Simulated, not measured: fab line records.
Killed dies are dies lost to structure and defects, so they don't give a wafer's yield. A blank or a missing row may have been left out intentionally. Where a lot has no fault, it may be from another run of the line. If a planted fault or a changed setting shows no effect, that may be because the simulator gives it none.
Comparing a struck lot with a sound one	flow nandHarc	15 steps out of a route of 1302
Sound: these wafers, L207.1, L207.4, L207.6. Wafers L201.2, L201.3, L201.4 were the ones struck. The cause comes at the end.
Per side, at each step with rows, come the tool, then ch with its chambers, and then its first start. Under that, the readings that differ: sound wafers	struck wafers	difference of the means	sigmas: that difference in standard deviations of wafers without a fault.
alike: a reading whose means differ by less than 2 such deviations, as well as words and numbers matching on both sides. not compared: withheld readings; readings where some wafer has no value; bounds like >300 that might hide an equal value; numbers whose values overlap and for which the record gives no deviation.
The two part at a step that has a row with sigmas, a row that says differs or no value, or rows on one side only. Numbers that don't overlap but have no deviation are shown without sigmas and don't part them. A reading missing from all wafers of one side parts the sides only when that side holds two or more wafers.

first, 3 steps without rows for these wafers: NHARC_P_GATE_SRD_72; NHARC_P_GATE_OXIDE_16 (material SiO2, target thk 3 nm, ox time 392 s); NHARC_P_GATE_CVD_17 (deposits poly-Si, target thk 150 nm, time 900 s).
NHARC_P_GATE_HM_DEP_102: deposits aC, target thk 120 nm.
  sound on aclDep-02 ch 0, day 13 01:07; struck on aclDep-03 ch 0, day 11 03:04
  alike: throttleValvePct
NHARC_P_GATE_DEP_103: deposits SiON, target thk 30 nm.
  sound on pecvd-01 ch 1,2, day 13 01:49; struck on pecvd-01 ch 0,1,2, day 11 03:38
  alike: heaterPowerOuterW, heaterPowerW, rfFwdPowerW
then, 7 steps without rows for these wafers: NHARC_P_GATE_DEHYDRATE_18 (time 120 s); NHARC_P_GATE_HMDS_19 (time 30 s); NHARC_P_GATE_COAT_20 (resist thk 90 nm); NHARC_P_GATE_SOFTBAKE_21 (time 55 s); NHARC_P_GATE_EBR_22; NHARC_P_GATE_EXPOSE_23 (exposes mask P GATE, target cd 120 nm); NHARC_P_GATE_PEB_24 (peb time 65 s).
NHARC_P_GATE_DEVELOP_25: develop time 35 s.
  sound on lithoTrack-01 ch 0, day 13 02:00; struck on lithoTrack-04 ch 0, day 11 04:00
reading	sound	struck	difference	sigmas
developerTempC (C)	22.90 23.09 23.01	22.08 22.21 22.24	-0.82	-8
  alike: exhaustPa
NHARC_P_GATE_CD_MEAS_26: target cd 120 nm.
  sound on cdSem-01 ch 0, day 13 02:28; struck on cdSem-01 ch 0, day 11 04:17
  alike: cdNm
-- the record jumps here: 20 days lie between the struck wafers' starts before and after (it left off in module P_GATE and takes up again in module END, whose first step shown is number 1302 of the route) --
NHARC_END_SORT_01:
  here the record holds rows for the struck wafers (prober-02 ch 0, day 31 14:56) but none for the sound ones

== WHERE THEY PART ==
At NHARC_P_GATE_DEVELOP_25 first; at NHARC_END_SORT_01 last (within this record only).

WHY: what the simulator had put in
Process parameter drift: lithoTrack-04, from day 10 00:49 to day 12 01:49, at NHARC_P_GATE_DEVELOP_25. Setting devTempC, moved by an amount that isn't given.
